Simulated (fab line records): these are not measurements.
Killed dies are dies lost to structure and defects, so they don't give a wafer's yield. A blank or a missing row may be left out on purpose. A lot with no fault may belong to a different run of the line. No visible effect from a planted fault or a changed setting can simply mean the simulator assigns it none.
Lot-split experiment    flow n5Finfet    39 wafers read from 7 lots, route of 1938 steps

== THE SPLIT ==
At N5_MIM_TOP_SPUTTER_03 (material TiN, target thk 35 nm, time 89.7 s), the setting targetThkA was moved away from the recipe's 350 angstrom on 12 of the 39 wafers read, by -44.1% to +56.9%. All remaining wafers had this setting at the recipe value.

The split's own step is where the reading is taken.

== THE READING ==
TiN_of_MIM_TOP_SPUTTER_03.thkNm (the simulator's own value, which no gauge read), in nm, at N5_MIM_TOP_SPUTTER_03 (material TiN, target thk 35 nm, time 89.7 s). No usual value for it is given in the file. The 27 wafers here that ran the recipe average 35.3 nm, standard deviation 0.34 nm.

wafer   tool, chamber at the split  targetThkA as run, angstrom  against the recipe  TiN_of_MIM_TOP_SPUTTER_03.thkNm, nm  against lot-mates on the recipe
L075.1  pvdSputter-03, -            350                          recipe              35.4                                 -
L075.3  pvdSputter-03, -            350                          recipe              35.4                                 -
L075.6  pvdSputter-03, -            350                          recipe              35.4                                 -
L075.2  pvdSputter-03, -            549.3                        +56.9%              54.8                                 +19.4
L075.4  pvdSputter-03, -            549.3                        +56.9%              55.4                                 +20.0
L075.5  pvdSputter-03, -            549.3                        +56.9%              55.4                                 +20.0
L080.1  pvdSputter-01, -            350                          recipe              35.4                                 -
L080.5  pvdSputter-01, -            350                          recipe              35.4                                 -
L080.2  pvdSputter-01, -            350                          recipe              35.8                                 -
L080.3  pvdSputter-01, -            350                          recipe              35.8                                 -
L080.4  pvdSputter-01, -            350                          recipe              35                                   -
L080.6  pvdSputter-01, -            350                          recipe              35.2                                 -
L081.1  pvdSputter-03, -            350                          recipe              35                                   -
L081.2  pvdSputter-03, -            350                          recipe              35                                   -
L081.3  pvdSputter-03, -            350                          recipe              35                                   -
L081.4  pvdSputter-03, -            350                          recipe              35                                   -
L081.6  pvdSputter-03, -            350                          recipe              35                                   -
L081.5  pvdSputter-03, -            350                          recipe              35.2                                 -
L082.1  pvdSputter-02, -            195.5                        -44.1%              19.6                                 -15.6
L082.3  pvdSputter-02, -            195.5                        -44.1%              19.6                                 -15.6
L082.2  pvdSputter-02, -            350                          recipe              35.2                                 -
L082.4  pvdSputter-02, -            195.5                        -44.1%              19.2                                 -16.0
L082.5  pvdSputter-02, -            350                          recipe              35.4                                 -
L082.6  pvdSputter-02, -            350                          recipe              35                                   -
L086.1  pvdSputter-02, -            350                          recipe              34.8                                 -
L086.2  pvdSputter-02, -            350                          recipe              34.8                                 -
L086.4  pvdSputter-02, -            350                          recipe              34.4                                 -
L088.1  pvdSputter-01, -            416.6                        +19.0%              41.6                                 +6.0
L088.5  pvdSputter-01, -            416.6                        +19.0%              41.6                                 +6.0
L088.2  pvdSputter-01, -            416.6                        +19.0%              42                                   +6.4
L088.3  pvdSputter-01, -            350                          recipe              35.8                                 -
L088.4  pvdSputter-01, -            350                          recipe              35.6                                 -
L088.6  pvdSputter-01, -            350                          recipe              35.4                                 -
L095.1  pvdSputter-03, -            256.9                        -26.6%              26.6                                 -8.9
L095.2  pvdSputter-03, -            256.9                        -26.6%              26.4                                 -9.1
L095.3  pvdSputter-03, -            350                          recipe              35.8                                 -
L095.4  pvdSputter-03, -            350                          recipe              35.4                                 -
L095.5  pvdSputter-03, -            350                          recipe              35.4                                 -
L095.6  pvdSputter-03, -            256.9                        -26.6%              26.2                                 -9.3

FIT RESULTS
A straight line over all 39 wafers: TiN_of_MIM_TOP_SPUTTER_03.thkNm changes by +0.35 nm for each +1% of targetThkA; r = +1.00; the points scatter about the line by 0.36 nm.
The same after taking each lot's own level away (the mean of its wafers on the recipe; 39 wafers): +0.349 nm for each +1%; r = +1.00; scatter 0.26 nm.
On that fit, the largest move of targetThkA shifts the reading by 20 nm.
The lots' own levels span 34.67 to 35.60 nm, that is 2.8 times the standard deviation above.
Consequently the slope shifts little with the lot-to-lot level, the two slopes agreeing.
Check: with one of the wafers moved furthest among these (+56.9%) left out of the fit, the line predicts +19.9 nm for it against its lot-mates. It came out at +19.4 nm against them.

== FURTHER SPLITS ON THESE WAFERS ==
Before the reading, these wafers also passed through other splits. Each is held against what the fit with the lots' levels taken away leaves over:
other split on the same wafers     wafers away from the commonest value  r with TiN_of_MIM_TOP_SPUTTER_03.thkNm (lot level and that fit taken away)
N5_BEOL_M15_ILD_DEP_00 targetThkA  18                                    -0.12

== FILE'S OWN FIT ==
TiN_of_MIM_TOP_SPUTTER_03.thkNm changes by +0.348 nm for each +1% of targetThkA, r = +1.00.
